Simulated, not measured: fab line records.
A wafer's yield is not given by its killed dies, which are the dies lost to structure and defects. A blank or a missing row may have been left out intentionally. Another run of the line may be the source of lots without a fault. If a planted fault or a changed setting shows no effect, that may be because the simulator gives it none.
fab line records	flow n5-finfet
record: lots: 7	wafers: 39
route steps=1938 shown DUMMY_GATE@250 HKMG_FIN@386 MOL_CONTACT_COAG@538
start-h: hours from the record's first day to the start of the lot's first wafer shown	wait-h: how many hours have passed since the lot's step before this one	" repeats the value in the row above	L1.1+2: a row that stands for several wafers	- no value present, or no start provided	* or withheld: withheld	< > ~ a bound
route shown NAME@n: NAME is a module with steps in the file, n the number in the route of the first one	usual: mean and standard deviation over wafers with no fault	same: alike in all rows	chamber/n: place in a boat	sites: the reading at each site	_std_site: standard deviation of those values	_edge_site: the outer-site mean with the inner-site mean subtracted	radius-mm: for every site, how far away it sits from the centre of the wafer	mask NAME#n: copy n	behind: the tool/chamber that last shaped the wafer	hold: the reason the lot was held/the length of the hold in hours/how it ended	device: transistor that didn't switch, given as n, p or np	end of line: the same wafers' tests at the end of the route	a step without rows: its recipe alone	killed: not the wafer's yield, but the dies lost to structure and defects at the first sort	map: the dies of a wafer, with x for killed, . for not killed, _ for no die there
set.NAME: the setting as run; set.NAME@STEP: as run at that earlier step	model.NAME: the simulator's own value behind a step, which no gauge read
lots with deliberately changed settings; one table per step, one row per wafer
== steps ==
step: N5_DUMMY_GATE_ETCH_42
recipe: chemistry: CHF3/O2	target: SiO2	target-depth-a: 35	time-s: 31	ion-energy-ev: 30	bias-w: 12	pressure-mtorr: 30	source-w: 600	Ar_flow_sccm: 200	CHF3_flow_sccm: 50	O2_flow_sccm: 5
usual: rf-vpp-V: 42.6/1.1
lot.wafer	tool	chamber	start-h	wait-h	set.bias-w	rf-vpp-V
L076.1	rie-diel-05	3	60.18	0.0	12	39.6
L076.2	"	0	"	"	12	43.6
L076.6	"	1	"	"	12	41.9
L081.1	rie-diel-01	2	89.57	0.1	12	43.2
L081.2	"	3	"	"	12	44.6
L081.3	"	0	"	"	12	42.2
L081.4	"	1	"	"	12	43.1
L081.5	"	1	"	"	12	41.3
L081.6	"	0	"	"	12	42.8
L085.1	rie-diel-05	2	116.65	0.0	12	42.3
L085.2	"	0	"	"	12	44.8
L085.3	"	1	"	"	12	40.7
L085.4	"	3	"	"	12	43.1
L085.5	"	3	"	"	12	42.3
L085.6	"	2	"	"	12	42.5
L090.1	rie-diel-04	3	147.31	0.0	12	41.1
L090.2	"	2	"	"	12	43.2
L090.3	"	0	"	"	12	42.4
L090.4	"	1	"	"	12	41.7
L090.5	"	2	"	"	12	43.1
L090.6	"	1	"	"	12	43.0
L094.1	rie-diel-04	1	168.87	0.1	12	42.9
L094.2	"	2	"	"	12.98	46.2
L094.3	"	3	"	"	12	42.6
L094.4	"	0	"	"	12	43.3
L094.5	"	0	"	"	12.98	44.6
L094.6	"	3	"	"	12.98	43.6
L096.1	rie-diel-01	1	179.72	0.0	10.08	35.4
L096.2	"	3	"	"	12	43.0
L096.3	"	2	"	"	12	43.5
L096.4	"	2	"	"	10.08	36.9
L096.5	"	3	"	"	12	42.8
L096.6	"	1	"	"	10.08	35.8
L097.1	rie-diel-01	1	184.14	0.1	10.13	38.4
L097.2	"	2	"	"	10.13	37.9
L097.3	"	3	"	"	12	45.0
L097.4	"	2	"	"	12	42.5
L097.5	"	3	"	"	10.13	39.3
L097.6	"	1	"	"	12	42.8
step: N5_HKMG_FIN_HK_ALD_01
recipe: material: HfO2	target-thk-a: 16	temp-c: withheld	ald-precursor-family: HfCl4	ald-co-reactant: H2O	pulse-time-s: 3	purge-time-s: 3	co-reactant-purge-time-s: 2.5	co-reactant-pulse-time-s: 0.3	ald-cycles: 30
lot.wafer	tool	chamber	start-h	wait-h	set.ald-cycles
L076.1+2+6	ald-hk-03	2,0,2	83.48	0.0	30
L081.1+5+6	ald-hk-01	1,3,2	112.86	0.0	30
L081.2+3+4	"	0,3,2	"	"	33
L085.1+3+5	ald-hk-03	0,3,3	140.10	0.0	28
L085.2+4+6	"	1,2,2	"	"	30
L090.1+2+3+4+5+6	ald-hk-01	0,3,1,2,1,0	170.30	0.0	30
L094.1+2+4	ald-hk-02	2,0,1	196.45	0.0	34
L094.3+5+6	"	3,3,2	"	"	30
L096.1+2+3	ald-hk-03	2,1,3	204.81	0.0	30
L096.4+5+6	"	0,3,2	"	"	27
L097.1+3+5	ald-hk-03	3,1,0	209.45	0.0	30
L097.2+4+6	"	2,0,1	"	"	26
step: N5_HKMG_FIN_ETCH_35
recipe: chemistry: N2/H2	target: SOC	target-depth-a: 2158	ion-energy-ev: 65	bias-w: 5	source-w: 3000	time-s: 243.4	pressure-mtorr: 30	n2-flow-sccm: 200	h2-flow-sccm: 200
lot.wafer	tool	chamber	start-h	wait-h	set.time-s	model.SOC_of_HKMG_FIN_COAT_29.thk-nm	model.etch.depth-nm	model.HKMG_FIN.feature-depth-nm
L076.1	rie-diel-06	1	88.43	0.0	243.4	86.2	213.2	213.2
L076.2	"	0	"	"	243.4	88.6	210.9	211
L076.6	"	0	"	"	243.4	88.8	209.9	209.8
L081.1	rie-diel-02	1	117.83	0.0	243.4	75.2	223.7	223.8
L081.2	"	2	"	"	243.4	80.4	218.3	218.2
L081.3	"	3	"	"	278.3	47.4	252.4	252.4
L081.4	"	1	"	"	243.4	76.2	222.8	222.8
L081.5	"	2	"	"	278.3	46.2	253	253
L081.6	"	3	"	"	278.3	45.8	253.4	253.4
L085.1	rie-diel-06	3	146.18	0.0	243.4	90.4	209.2	209.2
L085.2	"	1	"	"	212.4	111.4	187.6	187.6
L085.3	"	2	"	"	212.4	106.4	192.7	192.6
L085.4	"	0	"	"	243.4	88.4	211.6	211.6
L085.5	"	0	"	"	212.4	114.8	184.3	184.2
L085.6	"	3	"	"	243.4	89	209.8	209.8
L090.1	rie-diel-03	2	175.64	0.0	243.4	88.2	213.1	213
L090.2	"	1	"	"	216.9	97.2	203.2	203.2
L090.3	"	0	"	"	243.4	87.2	213.7	213.8
L090.4	"	3	"	"	243.4	79.6	220.3	220.4
L090.5	"	1	"	"	216.9	98.8	201.5	201.6
L090.6	"	2	"	"	216.9	108.8	190.6	190.6
L094.1	rie-diel-03	3	201.45	0.0	243.4	82	217.9	217.8
L094.2	"	0	"	"	243.4	87	212.9	212.8
L094.3	"	2	"	"	243.4	87.4	211.7	211.8
L094.4	"	1	"	"	202.5	111.4	188.1	188.2
L094.5	"	3	"	"	202.5	118.6	181.9	181.8
L094.6	"	0	"	"	202.5	122.4	177.7	177.6
L096.1	rie-diel-02	2	209.81	0.0	243.4	79	221	221
L096.2	"	0	"	"	297.8	24	275.6	275.6
L096.3	"	1	"	"	243.4	81.2	218.6	218.6
L096.4	"	3	"	"	243.4	81.6	217.9	218
L096.5	"	1	"	"	297.8	29	270.5	270.4
L096.6	"	0	"	"	297.8	25.8	274.6	274.6
L097.1	rie-diel-03	3	214.41	0.0	243.4	82.4	218	218
L097.2	"	1	"	"	243.4	69.8	229.7	229.6
L097.3	"	0	"	"	207.3	116.6	183.1	183
L097.4	"	2	"	"	243.4	85.8	214.3	214.4
L097.5	"	1	"	"	207.3	103.6	196.3	196.4
L097.6	"	0	"	"	207.3	117	182.1	182.2
step: N5_MOL_CONTACT_COAG_ETCH_110
recipe: chemistry: CF4/O2	target: Si	target-depth-a: 25	time-s: 8	pressure-mtorr: 100	source-w: 200	bias-w: 12	ion-energy-ev: 60	Ar_flow_sccm: 100	cf4-flow-sccm: 100	O2_flow_sccm: 10
lot.wafer	tool	chamber	start-h	wait-h	set.source-w	model.etch.depth-nm
L076.1	rie-diel-02	2	102.38	0.0	200	2.547
L076.2	"	3	"	"	200	2.559
L076.6	"	1	"	"	200	2.599
L081.1	rie-diel-03	3	130.34	0.0	180.1	2.384
L081.2	"	1	"	"	180.1	2.448
L081.3	"	2	"	"	200	2.537
L081.4	"	0	"	"	200	2.533
L081.5	"	2	"	"	200	2.526
L081.6	"	3	"	"	180.1	2.373
L085.1	rie-diel-03	2	158.81	0.0	210.7	2.641
L085.2	"	3	"	"	200	2.606
L085.3	"	0	"	"	200	2.52
L085.4	"	1	"	"	200	2.677
L085.5	"	1	"	"	210.7	2.791
L085.6	"	0	"	"	210.7	2.654
L090.1	rie-diel-03	2	190.11	0.0	200	2.471
L090.2	"	1	"	"	200	2.615
L090.3	"	3	"	"	221.1	2.781
L090.4	"	0	"	"	200	2.495
L090.5	"	1	"	"	221.1	2.876
L090.6	"	0	"	"	221.1	2.718
L094.1	rie-diel-06	0	213.78	0.0	200	2.484
L094.2	"	1	"	"	200	2.495
L094.3	"	3	"	"	200	2.445
L094.4	"	3	"	"	200	2.446
L094.5	"	1	"	"	200	2.499
L094.6	"	0	"	"	200	2.5
L096.1	rie-diel-06	1	222.39	0.0	200	2.46
L096.2	"	3	"	"	200	2.391
L096.3	"	0	"	"	200	2.448
L096.4	"	2	"	"	200	2.51
L096.5	"	2	"	"	200	2.517
L096.6	"	3	"	"	200	2.429
L097.1	rie-diel-06	3	227.18	0.0	200	2.42
L097.2	"	0	"	"	200	2.452
L097.3	"	2	"	"	162.1	2.082
L097.4	"	1	"	"	162.1	2.047
L097.5	"	0	"	"	200	2.435
L097.6	"	3	"	"	162.1	2.014
step: N5_MOL_CONTACT_COAG_CVD_140
recipe: material: W	target-thk-a: 665	mode: selective-fill	temp-c: 300	time-s: 215
lot.wafer	tool	chamber	start-h	wait-h	set.target-thk-a	model.W_of_MOL_CONTACT_COAG_CVD_140.thk-nm
L076.1	cvd-w-02	0	113.72	0.1	665	66.8
L076.2	"	0	"	"	665	68.2
L076.6	"	0	"	"	665	67.8
L081.1+4	cvd-w-02	0,1	142.24	0.1	747.2	74.8
L081.2+5	"	1,0	"	"	665	66.6
L081.3	"	0	"	"	747.2	74.6
L081.6	"	1	"	"	665	66.8
L085.1+2+4+6	cvd-w-01	1	170.90	0.1	665	66
L085.3	"	1	"	"	665	65.8
L085.5	"	1	"	"	665	66.4
L090.1	cvd-w-01	0	202.08	0.1	665	64.6
L090.2	"	1	"	"	706.3	69.4
L090.3	"	1	"	"	665	65.4
L090.4	"	0	"	"	706.3	68
L090.5	"	0	"	"	706.3	68.2
L090.6	"	1	"	"	665	66.2
L094.1+4	cvd-w-01	1	226.50	0.1	571.3	57.2
L094.2	"	0	"	"	665	65.4
L094.3	"	0	"	"	665	66
L094.5	"	0	"	"	571.3	56
L094.6	"	1	"	"	665	66.6
L096.1	cvd-w-02	0	236.89	0.1	606.9	61.4
L096.2	"	1	"	"	665	67.4
L096.3	"	0	"	"	606.9	61.6
L096.4	"	1	"	"	665	67
L096.5	"	1	"	"	665	66.8
L096.6	"	1	"	"	606.9	61
L097.1+4	cvd-w-02	0,1	240.89	0.1	665	66.2
L097.2	"	1	"	"	596.6	59.8
L097.3	"	0	"	"	665	67
L097.5	"	0	"	"	596.6	59.6
L097.6	"	1	"	"	596.6	60.4
step: N5_MOL_CONTACT_COAG_PRECLEAN_127
recipe: chemistry: DIW	time-s: 57.5	temp-c: 23
step: N5_MOL_CONTACT_COAG_SRD_128
recipe: dry-time-s: 32	dry: n2-spin	spin-rpm: 1500
step: N5_MOL_CONTACT_COAG_CMP_52
recipe: stop-on: SiO2	t-overpolish-s: 1.5	post-cmp-clean: w-dilute-nh4oh	down-force-psi: 4	platen-rpm: 50.289	pad-velocity-m-s: 1.0006	target-thk-nm: 66.5
lot.wafer	tool	chamber	start-h	wait-h	set.target-thk-a@MOL_CONTACT_COAG_CVD_140	model.W_of_MOL_CONTACT_COAG_CVD_140.thk-nm
L076.2	cmp-04	2	114.28	0.0	665	66.2
L076.1+6	"	1,3	"	"	665	66.8
L081.4	cmp-01	3	142.56	0.0	747.2	66
L081.3	"	0	"	"	747.2	65.8
L081.1	"	1	"	"	747.2	66.2
L081.2+5	"	2,3	"	"	665	66.6
L081.6	"	0	"	"	665	66.8
L085.2+4+1+6	cmp-02	0,1,2,0	171.46	0.0	665	66
L085.3	"	3	"	"	665	65.8
L085.5	"	1	"	"	665	66.4
L090.2	cmp-01	0	202.40	0.0	706.3	66.8
L090.1	"	1	"	"	665	64.6
L090.4	"	2	"	"	706.3	67.8
L090.3	"	3	"	"	665	65.4
L090.5	"	0	"	"	706.3	66.6
L090.6	"	1	"	"	665	66.2
L094.4+1	cmp-02	0,2	226.82	0.0	571.3	57.2
L094.3	"	1	"	"	665	66
L094.2	"	3	"	"	665	65.4
L094.5	"	0	"	"	571.3	56
L094.6	"	1	"	"	665	66.6
L096.3	cmp-02	3	237.29	0.0	606.9	61.6
L096.1	"	0	"	"	606.9	61.4
L096.4	"	1	"	"	665	67
L096.2	"	2	"	"	665	67.4
L096.6	"	3	"	"	606.9	61
L096.5	"	0	"	"	665	66.8
L097.1+4	cmp-04	2,0	241.21	0.0	665	66.2
L097.3	"	3	"	"	665	67
L097.2	"	1	"	"	596.6	59.8
L097.6	"	2	"	"	596.6	60.4
L097.5	"	3	"	"	596.6	59.6
== key ==
split: step: N5_DUMMY_GATE_ETCH_42	setting: bias-w	stated: 12	by: wafer
response: step: N5_DUMMY_GATE_ETCH_42	reading: rf-vpp-V	change: +0.361	per: 1%	r: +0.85
split: step: N5_HKMG_FIN_HK_ALD_01	setting: ald-cycles	stated: 30	by: wafer
response none in this file
split: step: N5_HKMG_FIN_ETCH_35	setting: time-s	stated: 243.4	by: wafer
response: step: N5_HKMG_FIN_ETCH_35	reading: model.SOC_of_HKMG_FIN_COAT_29.thk-nm	change: -2.11	per: 1%	r: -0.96
response: step: N5_HKMG_FIN_ETCH_35	reading: model.etch.depth-nm	change: +2.12	per: 1%	r: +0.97
response: step: N5_HKMG_FIN_ETCH_35	reading: model.HKMG_FIN.feature-depth-nm	change: +2.12	per: 1%	r: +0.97
split: step: N5_MOL_CONTACT_COAG_ETCH_110	setting: source-w	stated: 200	by: wafer
response: step: N5_MOL_CONTACT_COAG_ETCH_110	reading: model.etch.depth-nm	change: +0.02	per: 1%	r: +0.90
split: step: N5_MOL_CONTACT_COAG_CVD_140	setting: target-thk-a	stated: 665	by: wafer
response: step: N5_MOL_CONTACT_COAG_CVD_140	reading: model.W_of_MOL_CONTACT_COAG_CVD_140.thk-nm	change: +0.64	per: 1%	r: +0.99
response: step: N5_MOL_CONTACT_COAG_CMP_52	reading: model.W_of_MOL_CONTACT_COAG_CVD_140.thk-nm	shape: bent	at-lowest: 56.8	at-stated: 66.28	at-highest: 66
